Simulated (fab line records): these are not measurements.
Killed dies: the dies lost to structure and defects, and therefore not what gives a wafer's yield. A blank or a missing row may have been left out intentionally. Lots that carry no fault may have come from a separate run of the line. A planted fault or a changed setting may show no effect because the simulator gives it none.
fab line records	flow n5_finfet
record: lots: 10	wafers: 30	last_day: 18
route steps=1938 shown WELL_APT@55 BEOL_M4@1090 PASSIVATION@1936
lots that met no fault: from a run of the same line without faults
start_h: the number of hours between the record's first day and the start of the first shown wafer of the lot	wait_h: time in hours since the lot's previous step	" the same as in the row above	L1.1+2: one row covering several wafers at once	- value missing, or start not given	* or withheld: withheld	< > ~ a bound
route shown NAME@n: names a module that has steps shown in the file, with the first one's number in the route	usual: the fault-free wafers' mean and standard deviation	same: alike in all rows	chamber/n: place in a boat	sites: per-site readings	_std_site: standard deviation of those values	_edge_site: outer sites' mean less inner sites'	radius_mm: how far each site lies from the wafer's centre	mask NAME#n: copy n	behind: the most recent tool/chamber to have shaped the wafer	hold: the reason the lot was held/the length of the hold in hours/how it ended	device: the n, p or np transistor that did not switch	end of line: tests of these same wafers at the route's end	a step without rows: its recipe alone	killed: dies that structure and defects cost at the first sort, which is not the same as the wafer's yield	map: dies across one wafer; x = killed, . = not, _ = none there
set.NAME: the run value of the setting; set.NAME@STEP: its run value at that earlier step	model.NAME: the simulator's own value behind a step, which no gauge read
one table for each step of the route and one row for each wafer, over a sample of lots
services: when a tool's chamber went out of use (start_h, in hours from the record's first day, below 0 if earlier), for how many hours, and the reason
== steps ==
step: N5_WELL_APT_EPI_41
recipe: material: Si	target_thk_a: 500	temp_c: 650	precursor: SiH4/H2	pressure_torr: 20	time_s: 297.7
usual: throttle_valve_pct: 11.21/0.16
lot.wafer	tool	chamber	start_h	wait_h	throttle_valve_pct
L267.2	epi_rpcvd-01	0	16.63	0.1	11.69
L267.3	"	0	"	"	10.88
L267.5	"	0	"	"	11.45
L268.1	epi_rpcvd-04	0	22.23	0.0	11.33
L268.5	"	0	"	"	11.30
L268.6	"	0	"	"	11.00
L271.3	epi_rpcvd-04	0	40.32	0.2	11.43
L271.5	"	0	"	"	11.09
L271.6	"	0	"	"	11.12
L272.2	epi_rpcvd-04	0	46.27	0.1	11.01
L272.5	"	0	"	"	11.30
L272.6	"	0	"	"	11.34
L274.1	epi_rpcvd-04	0	58.77	0.0	11.24
L274.4	"	0	"	"	11.12
L274.6	"	0	"	"	11.22
L275.1	epi_rpcvd-04	0	64.81	0.0	11.21
L275.2	"	0	"	"	11.27
L275.5	"	0	"	"	11.38
L276.2	epi_rpcvd-04	0	70.25	0.2	11.17
L276.5	"	0	"	"	11.40
L276.6	"	0	"	"	11.17
L278.2	epi_rpcvd-04	0	82.44	0.1	11.01
L278.3	"	0	"	"	11.28
L278.5	"	0	"	"	11.11
L288.2	epi_rpcvd-04	0	143.21	0.1	11.58
L288.3	"	0	"	"	11.19
L288.4	"	0	"	"	11.37
L290.1	epi_rpcvd-01	0	154.25	0.0	11.28
L290.5	"	0	"	"	11.05
L290.6	"	0	"	"	11.20
step: N5_BEOL_M4_SPUTTER_86
recipe: material: Cu	target_thk_a: 45	temp_c: -20	chamber_pressure_pa: 0.07	power_w: withheld	time_s: 8.29
usual: throttle_valve_pct: 30.3/1
lot.wafer	tool	chamber	start_h	wait_h	throttle_valve_pct
L267.2	pvd_sputter-01	-	170.53	0.1	30.9
L267.3	"	-	"	"	31.4
L267.5	"	-	"	"	29.9
L268.1	pvd_sputter-01	-	173.29	0.1	31.7
L268.5	"	-	"	"	32.0
L268.6	"	-	"	"	30.8
L271.3	pvd_sputter-01	-	194.75	0.1	30.6
L271.5	"	-	"	"	30.8
L271.6	"	-	"	"	30.2
L272.2	pvd_sputter-03	-	198.18	0.1	32.2
L272.5	"	-	"	"	32.0
L272.6	"	-	"	"	29.3
L274.1	pvd_sputter-01	-	211.25	0.1	31.3
L274.4	"	-	"	"	31.7
L274.6	"	-	"	"	30.9
L275.1	pvd_sputter-01	-	217.98	0.1	31.0
L275.2	"	-	"	"	29.9
L275.5	"	-	"	"	31.6
L276.2	pvd_sputter-01	-	221.98	0.1	31.8
L276.5	"	-	"	"	30.9
L276.6	"	-	"	"	30.1
L278.2	pvd_sputter-02	-	235.70	0.1	29.6
L278.3	"	-	"	"	29.5
L278.5	"	-	"	"	29.1
L288.2	pvd_sputter-01	-	292.62	0.1	30.1
L288.3	"	-	"	"	30.6
L288.4	"	-	"	"	30.6
L290.1	pvd_sputter-02	-	336.85	0.1	29.3
L290.5	"	-	"	"	29.3
L290.6	"	-	"	"	29.6
step: N5_BEOL_M4_SPUTTER_92
recipe: material: Cu	target_thk_a: 45	temp_c: -20	chamber_pressure_pa: 0.07	power_w: withheld	time_s: 8.29
usual: throttle_valve_pct: 30.3/1
lot.wafer	tool	chamber	start_h	wait_h	throttle_valve_pct
L267.2	pvd_sputter-01	-	171.19	0.1	30.4
L267.3	"	-	"	"	31.6
L267.5	"	-	"	"	30.2
L268.1	pvd_sputter-01	-	173.95	0.1	31.7
L268.5	"	-	"	"	31.9
L268.6	"	-	"	"	30.8
L271.3	pvd_sputter-01	-	195.41	0.1	31.0
L271.5	"	-	"	"	30.9
L271.6	"	-	"	"	30.1
L272.2	pvd_sputter-03	-	198.84	0.1	31.6
L272.5	"	-	"	"	32.1
L272.6	"	-	"	"	29.5
L274.1	pvd_sputter-01	-	211.91	0.1	30.9
L274.4	"	-	"	"	31.8
L274.6	"	-	"	"	30.6
L275.1	pvd_sputter-01	-	218.64	0.1	30.8
L275.2	"	-	"	"	30.3
L275.5	"	-	"	"	31.7
L276.2	pvd_sputter-01	-	222.64	0.1	31.7
L276.5	"	-	"	"	30.8
L276.6	"	-	"	"	30.0
L278.2	pvd_sputter-02	-	236.36	0.1	29.3
L278.3	"	-	"	"	29.1
L278.5	"	-	"	"	29.2
L288.2	pvd_sputter-01	-	293.28	0.1	30.0
L288.3	"	-	"	"	30.9
L288.4	"	-	"	"	30.7
L290.1	pvd_sputter-02	-	337.51	0.1	29.6
L290.5	"	-	"	"	29.2
L290.6	"	-	"	"	29.4
step: N5_BEOL_M4_DEP_57
recipe: material: SiCN	target_thk_a: 80	temp_c: withheld	precursor: 3MS/NH3	pressure_torr: 3	rf_w: 202	time_s: 14
usual: showerhead_plenum_p_Torr: 3.668/0.013	throttle_valve_pct: 9.0/0.83
lot.wafer	tool	chamber	start_h	wait_h	showerhead_plenum_p_Torr	since_wet_clean_h	throttle_valve_pct
L267.2	pecvd-04	1	172.71	0.0	3.664	1602	9.3
L267.3	"	2	"	"	3.646	123	8.3
L267.5	"	0	"	"	3.657	-	11.2
L268.1	pecvd-03	2	175.37	0.0	3.656	488	8.5
L268.5	"	1	"	"	3.693	-	9.9
L268.6	"	2	"	"	3.665	-	8.5
L271.3	pecvd-03	0	197.32	0.0	3.668	1264	8.9
L271.5	"	1	"	"	3.677	-	9.7
L271.6	"	2	"	"	3.663	-	8.9
L272.2	pecvd-03	1	200.26	0.0	3.685	1992	9.7
L272.5	"	1	"	"	3.678	-	9.6
L272.6	"	0	"	"	3.676	-	8.7
L274.1	pecvd-03	1	213.33	0.0	3.690	2005	9.8
L274.4	"	2	"	"	3.669	-	8.7
L274.6	"	1	"	"	3.685	-	9.7
L275.1	pecvd-03	2	220.11	0.0	3.661	532	8.7
L275.2	"	1	"	"	3.683	2011	10.0
L275.5	"	2	"	"	3.660	-	8.6
L276.2	pecvd-04	1	224.42	0.0	3.665	1653	9.1
L276.5	"	2	"	"	3.646	-	8.4
L276.6	"	0	"	"	3.664	-	11.1
L278.2	pecvd-01	2	237.78	0.0	3.662	6	7.8
L278.3	"	1	"	"	3.649	1485	8.7
L278.5	"	0	"	"	3.689	-	9.5
L288.2	pecvd-03	1	294.70	0.0	3.689	2086	9.7
L288.3	"	0	"	"	3.679	1361	8.9
L288.4	"	1	"	"	3.678	-	9.5
L290.1	pecvd-04	1	339.73	0.0	3.666	1769	9.2
L290.5	"	0	"	"	3.665	-	11.4
L290.6	"	2	"	"	3.649	-	8.5
step: N5_BEOL_M4_RC_MEAS_101
usual: CJ_N: 4.35/0.092	CJ_P: 5.78/0.19	DIBL_N: 36.2/1.6	DIBL_P: 36.1/2	IOFF_N: 0.16/0.032	IOFF_P: 0.22/0.036	ION_N: 672/11	ION_P: 463/7.5	RS_PWELL: 3013/24	SS_N: 71.4/0.58	SS_P: 73.2/0.67	VT_N: 250/3.3	VT_P: -250/3.3
lot.wafer	tool	chamber	start_h	wait_h	CJ_N	CJ_P	DIBL_N[mV/V]	DIBL_P[mV/V]	IOFF_N[nA/um]	IOFF_P[nA/um]	ION_N[uA/um]	ION_P[uA/um]	RS_PWELL[ohm/sq]	SS_N[mV/dec]	SS_P[mV/dec]	VT_N[mV]	VT_P[mV]
L267.2	prober-02	0	172.98	0.2	4.25	6.09	36.6	37.3	0.13	0.17	652	446	2972	71.1	72.5	254	-257
L267.3	"	0	"	"	4.26	5.60	37.2	38.7	0.17	0.19	679	456	2957	72.3	74.0	247	-251
L267.5	"	0	"	"	4.25	5.66	34.5	35.6	0.12	0.15	660	444	2983	70.7	72.3	255	-256
L268.1	prober-01	0	175.49	0.0	4.39	5.74	35.8	35.9	0.15	0.24	678	477	3040	71.1	73.3	249	-246
L268.5	"	0	"	"	4.33	5.54	33.8	32.6	0.11	0.19	659	464	3042	70.3	72.6	253	-251
L268.6	"	0	"	"	4.42	5.75	35.6	34.7	0.15	0.22	672	470	3009	71.3	72.8	248	-247
L271.3	prober-01	0	197.74	0.3	4.61	6.01	38.3	35.2	0.17	0.21	679	465	2988	71.6	73.2	248	-249
L271.5	"	0	"	"	4.48	5.82	35.9	32.5	0.13	0.18	662	458	2996	71.3	71.8	248	-251
L271.6	"	0	"	"	4.32	5.88	36.2	33.4	0.13	0.19	671	460	3021	71.5	72.3	251	-250
L272.2	prober-01	0	200.53	0.2	4.40	6.09	37.3	36.4	0.17	0.23	673	467	3054	71.5	73.2	250	-247
L272.5	"	0	"	"	4.58	5.87	36.5	34.5	0.17	0.20	678	459	3025	71.8	72.7	247	-249
L272.6	"	0	"	"	4.36	5.99	34.3	33.2	0.13	0.18	668	457	3048	70.1	72.1	249	-250
L274.1	prober-02	0	213.45	0.0	4.30	5.19	34.3	33.8	0.13	0.17	659	452	3009	71.4	72.2	255	-256
L274.4	"	0	"	"	4.29	5.79	33.2	33.0	0.12	0.15	648	440	2992	70.8	72.7	257	-258
L274.6	"	0	"	"	4.26	5.43	35.8	37.2	0.16	0.22	670	458	3000	71.2	73.9	249	-252
L275.1	prober-01	0	220.24	0.0	4.84	4.73	36.9	38.9	0.20	0.31	664	466	3103	71.2	74.2	246	-245
L275.2	"	0	"	"	4.85	5.07	35.1	36.4	0.15	0.25	671	472	3088	70.8	73.0	247	-248
L275.5	"	0	"	"	4.81	5.20	34.6	35.9	0.15	0.24	653	467	3146	70.2	73.9	251	-245
L276.2	prober-02	0	224.69	0.2	5.02	4.36	37.0	37.8	0.15	0.25	658	473	3177	71.4	73.1	250	-246
L276.5	"	0	"	"	4.89	4.23	37.0	39.3	0.15	0.28	662	474	3151	71.4	74.3	250	-244
L276.6	"	0	"	"	4.89	4.78	36.7	38.5	0.15	0.25	665	468	3173	71.4	72.8	251	-245
L278.2	prober-01	0	238.05	0.2	4.91	4.59	34.9	36.5	0.14	0.25	661	476	3081	71.5	72.6	252	-245
L278.3	"	0	"	"	4.90	4.40	36.4	38.0	0.17	0.28	668	476	3095	72.0	73.8	249	-242
L278.5	"	0	"	"	4.90	4.37	35.8	36.9	0.14	0.25	664	473	3071	71.6	73.5	251	-247
L288.2	prober-02	0	294.98	0.2	4.49	5.69	33.0	30.8	0.11	0.15	649	449	3048	71.1	72.6	257	-254
L288.3	"	0	"	"	4.35	5.95	38.4	38.8	0.20	0.27	676	463	3064	71.9	74.0	248	-244
L288.4	"	0	"	"	4.43	5.82	35.4	34.2	0.13	0.19	670	463	3022	71.2	72.6	251	-249
L290.1	prober-02	0	339.85	0.0	4.43	5.57	38.7	39.5	0.20	0.25	694	469	2983	72.4	73.6	244	-246
L290.5	"	0	"	"	4.32	5.61	36.5	37.2	0.16	0.22	679	470	2982	72.2	73.4	250	-247
L290.6	"	0	"	"	4.21	5.61	34.7	35.7	0.13	0.20	661	465	2982	71.4	72.2	252	-252
step: N5_PASSIVATION_PROBE_49
usual: defect_limited_yield: 91.4/1.3	killed_at_M0_to_M3: 34/10	killed_at_M4_up: 14/5.6	killed_at_contacts: 13/5.9	killed_at_front_end: 37/9.9	killed_at_other: 3.5/2.8	killed_dies: 101/15	killed_open: 67/12	killed_short: 32/6.6	sort_bin_5_function: 5.0/0.81	sort_bin_6_memory: 3.2/0.66	sort_bin_8_speed: 0.00/0.007	sort_n_pass: 1079/15	sort_yield_pct: 91.4/1.3
same: gross_dies: 1180	killed_at_back_side: 0	sort_bin_4_leakage[%]: 0
lot.wafer	tool	chamber	start_h	wait_h	defect_limited_yield[%]	killed_at_M0_to_M3	killed_at_M4_up	killed_at_contacts	killed_at_front_end	killed_at_other	killed_dies	killed_open	killed_short	sort_bin_5_function[%]	sort_bin_6_memory[%]	sort_bin_8_speed[%]	sort_n_pass	sort_yield_pct[%]
L274.1	prober-01	-	316.64	0.0	90.6	29	14	12	51	5	111	72	36	5.9	3.1	0	1069	90.6
L274.4	prober-01	-	316.79	0.2	88.6	34	23	22	50	5	134	86	47	6.7	4.0	0	1046	88.6
L274.6	prober-01	-	316.89	0.3	90.9	40	11	9	41	6	107	71	35	5.2	3.2	0	1073	90.9
L275.1	prober-01	-	328.61	0.0	95.2	18	11	3	24	1	57	38	19	2.6	1.9	0	1123	95.2
L275.2	prober-01	-	328.66	0.1	91.9	26	12	9	43	5	95	56	38	4.7	3.0	0	1085	91.9
L275.5	prober-01	-	328.81	0.2	93.3	17	13	6	39	4	79	57	22	3.6	2.9	0	1101	93.3
L276.2	prober-01	-	336.84	0.1	93.1	21	13	9	35	3	81	47	27	3.8	1.9	0	1099	93.1
L276.5	prober-01	-	336.99	0.2	92.7	17	9	12	47	1	86	50	35	3.8	3.0	0	1094	92.7
L276.6	prober-01	-	337.04	0.3	93.7	27	13	8	24	2	74	52	22	3.6	2.5	0	1106	93.7
L278.2	prober-01	-	342.33	0.1	92.4	20	13	21	34	2	90	60	29	4.5	2.9	0	1090	92.4
L278.3	prober-01	-	342.38	0.1	92.6	17	10	16	36	8	87	52	30	3.6	2.7	0	1093	92.6
L278.5	prober-01	-	342.48	0.2	92.3	20	11	18	39	3	91	58	30	5.1	2.2	0	1089	92.3
L290.1	prober-02	-	438.86	0.0	91.4	39	12	16	33	2	102	70	32	5.3	3.0	0	1078	91.4
L290.5	prober-02	-	439.06	0.2	91.6	37	19	20	20	3	99	67	30	5.0	3.1	0	1081	91.6
L290.6	prober-02	-	439.11	0.3	93.7	33	11	6	20	4	74	38	36	4.0	2.3	0	1106	93.7
killed by level:class
L274.1 STI_FIN_REVEAL:geometric_particle:open=14 MOL_CONTACT_COAG:geometric_particle:open=11 FIN_SAQP:geometric_particle:short=8 BEOL_M1:geometric_particle:open=8 BEOL_M4:geometric_particle:open=7 STI_FIN_REVEAL:geometric_particle:short=6 FIN_SAQP:geometric_particle:open=5 GATE_CUT:geometric_particle:short=4
L274.4 FIN_SAQP:geometric_particle:short=19 MOL_CONTACT_COAG:geometric_particle:open=17 FIN_SAQP:geometric_particle:open=12 BEOL_M1:geometric_particle:open=11 BEOL_M4:geometric_particle:open=10 BEOL_M0_SAQP:geometric_particle:open=10 STI_FIN_REVEAL:geometric_particle:open=5 MOL_CONTACT_COAG:geometric_particle:short=5
L274.6 DUMMY_GATE:geometric_particle:open=10 MOL_CONTACT_COAG:geometric_particle:open=9 BEOL_M1:geometric_particle:open=8 STI_FIN_REVEAL:geometric_particle:open=7 BEOL_M0:geometric_particle:open=7 GATE_CUT:geometric_particle:short=5 BEOL_M4:geometric_particle:open=5 BEOL_M0:geometric_particle:short=5
L275.1 FIN_SAQP:geometric_particle:open=10 GATE_CUT:geometric_particle:short=5 BEOL_M2:geometric_particle:open=5 BEOL_M4:geometric_particle:open=4 STI_FIN_REVEAL:geometric_particle:open=3 MOL_CONTACT_COAG:geometric_particle:open=3 BEOL_M0_SAQP:geometric_particle:short=3 BEOL_M1:geometric_particle:short=3
L275.2 FIN_SAQP:geometric_particle:open=19 FIN_SAQP:geometric_particle:short=10 BEOL_M4:geometric_particle:open=7 MOL_CONTACT_COAG:geometric_particle:open=6 BEOL_M0_SAQP:geometric_particle:short=6 BEOL_M2:geometric_particle:open=6 DUMMY_GATE:geometric_particle:open=5 GATE_CUT:geometric_particle:short=4
L275.5 FIN_SAQP:geometric_particle:open=18 FIN_SAQP:geometric_particle:short=11 BEOL_M5:geometric_particle:open=7 BEOL_M1:geometric_particle:open=5 MOL_CONTACT_COAG:geometric_particle:open=4 BEOL_M0_SAQP:geometric_particle:short=4 STARTING-WAFER:geometric_particle:short=3 BEOL_M0_SAQP:geometric_particle:open=3
L276.2 BEOL_M1:geometric_particle:open=8 MOL_CONTACT_COAG:geometric_particle:open=7 HKMG_FIN:area_etch=7 BEOL_M4:geometric_particle:open=6 STI_FIN_REVEAL:geometric_particle:open=5 GATE_CUT:geometric_particle:short=5 STARTING-WAFER:geometric_particle:open=5 BEOL_M0_SAQP:geometric_particle:short=4
L276.5 FIN_SAQP:geometric_particle:short=18 FIN_SAQP:geometric_particle:open=11 MOL_CONTACT_COAG:geometric_particle:open=11 BEOL_M0_SAQP:geometric_particle:short=6 BEOL_M2:geometric_particle:open=5 BEOL_M4:geometric_particle:open=5 DUMMY_GATE:geometric_particle:open=4 GATE_CUT:geometric_particle:short=4
L276.6 BEOL_M1:geometric_particle:open=8 MOL_CONTACT_COAG:geometric_particle:open=7 BEOL_M4:geometric_particle:open=7 BEOL_M2:geometric_particle:open=6 STI_FIN_REVEAL:geometric_particle:open=5 DUMMY_GATE:geometric_particle:open=5 BEOL_M1:geometric_particle:short=5 FIN_SAQP:geometric_particle:open=3
L278.2 MOL_CONTACT_COAG:geometric_particle:open=15 FIN_SAQP:geometric_particle:open=6 MOL_CONTACT_COAG:geometric_particle:short=6 BEOL_M4:geometric_particle:open=6 FIN_SAQP:geometric_particle:short=5 BEOL_M0_SAQP:geometric_particle:open=5 DUMMY_GATE:geometric_particle:open=4 BEOL_M0_SAQP:geometric_particle:short=4
L278.3 MOL_CONTACT_COAG:geometric_particle:open=14 FIN_SAQP:geometric_particle:short=8 FIN_SAQP:geometric_particle:open=7 BEOL_M4:geometric_particle:open=6 STI_FIN_REVEAL:geometric_particle:open=5 HKMG_FIN:area_etch=5 BEOL_M0_SAQP:geometric_particle:short=4 BEOL_M2:geometric_particle:open=4
L278.5 MOL_CONTACT_COAG:geometric_particle:open=15 FIN_SAQP:geometric_particle:open=9 FIN_SAQP:geometric_particle:short=7 BEOL_M0:geometric_particle:open=6 BEOL_M0_SAQP:geometric_particle:open=6 DUMMY_GATE:geometric_particle:open=5 GATE_CUT:geometric_particle:open=4 STARTING-WAFER:geometric_particle:short=4
L290.1 BEOL_M0_SAQP:geometric_particle:open=14 MOL_CONTACT_COAG:geometric_particle:open=13 BEOL_M0_SAQP:geometric_particle:short=13 STI_FIN_REVEAL:geometric_particle:open=8 FIN_SAQP:geometric_particle:open=7 BEOL_M3:geometric_particle:open=6 FIN_SAQP:geometric_particle:short=4 BEOL_M4:geometric_particle:open=4
L290.5 MOL_CONTACT_COAG:geometric_particle:open=16 BEOL_M0_SAQP:geometric_particle:open=15 BEOL_M4:geometric_particle:open=10 BEOL_M0_SAQP:geometric_particle:short=9 BEOL_M2:geometric_particle:open=9 FIN_SAQP:geometric_particle:short=6 STI_FIN_REVEAL:geometric_particle:open=5 MOL_CONTACT_COAG:geometric_particle:short=4
L290.6 BEOL_M0_SAQP:geometric_particle:short=17 FIN_SAQP:geometric_particle:open=6 DUMMY_GATE:geometric_particle:open=5 BEOL_M1:geometric_particle:open=4 BEOL_M0_SAQP:geometric_particle:open=4 BEOL_M2:geometric_particle:open=4 GATE_CUT:geometric_particle:short=3 MOL_CONTACT_COAG:geometric_particle:short=3
== services ==
tool	chamber	start_h	hours	kind
pecvd-04	1	-4.56	2.1	scheduled_down
pecvd-04	-	0.18	2.8	pm
pecvd-03	0	12.61	2.1	scheduled_down
pvd_sputter-03	-	26.16	1.3	repair
epi_rpcvd-04	-	28.08	1.8	repair
pecvd-01	-	32.88	2.8	pm
pvd_sputter-02	-	78.25	1.7	repair
pvd_sputter-01	-	99.50	4.9	repair
pecvd-03	-	99.55	2.8	pm
pecvd-04	-	116.67	4.2	repair
pecvd-01	-	145.77	0.4	repair
pvd_sputter-02	-	157.68	14.3	repair
pecvd-01	-	167.41	28.1	pm
pecvd-04	0	185.10	15.7	repair
pecvd-03	-	200.41	0.4	repair
pvd_sputter-02	-	207.32	1.6	repair
pecvd-03	0	214.70	6.0	repair
epi_rpcvd-04	-	216.16	28.1	pm
pecvd-04	-	229.60	7.4	repair
pecvd-01	0	272.18	70.1	repair
epi_rpcvd-01	-	298.71	1.0	repair
pecvd-03	-	309.27	0.5	repair
pecvd-04	-	319.34	11.9	repair
pecvd-03	1	335.09	5.5	scheduled_down
== key ==
first_sign: step: N5_BEOL_M4_RC_MEAS_101	reading: CJ_P	direction: down	sigmas: 6.1	usual: 5.78	struck: 4.64
effect: step: N5_BEOL_M4_RC_MEAS_101	reading: CJ_N	direction: up	sigmas: 5.8	usual: 4.35	struck: 4.89
effect: step: N5_BEOL_M4_RC_MEAS_101	reading: RS_PWELL	direction: up	sigmas: 4.4	usual: 3013	struck: 3121
met_at N5_WELL_APT_EPI_41
struck_lots L275,L276,L278
not_acting_at N5_BEOL_M4_SPUTTER_86,N5_BEOL_M4_SPUTTER_92,N5_BEOL_M4_DEP_57
onset_between 58.77 64.81
fault: kind: process_parameter_drift	tool: epi_rpcvd-04	chamber: -	onset_h: 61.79	steps: N5_WELL_APT_EPI_41	channel: target_thk_a	offset: *	shape: step	end_h: 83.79	acts_in: *	stated: *
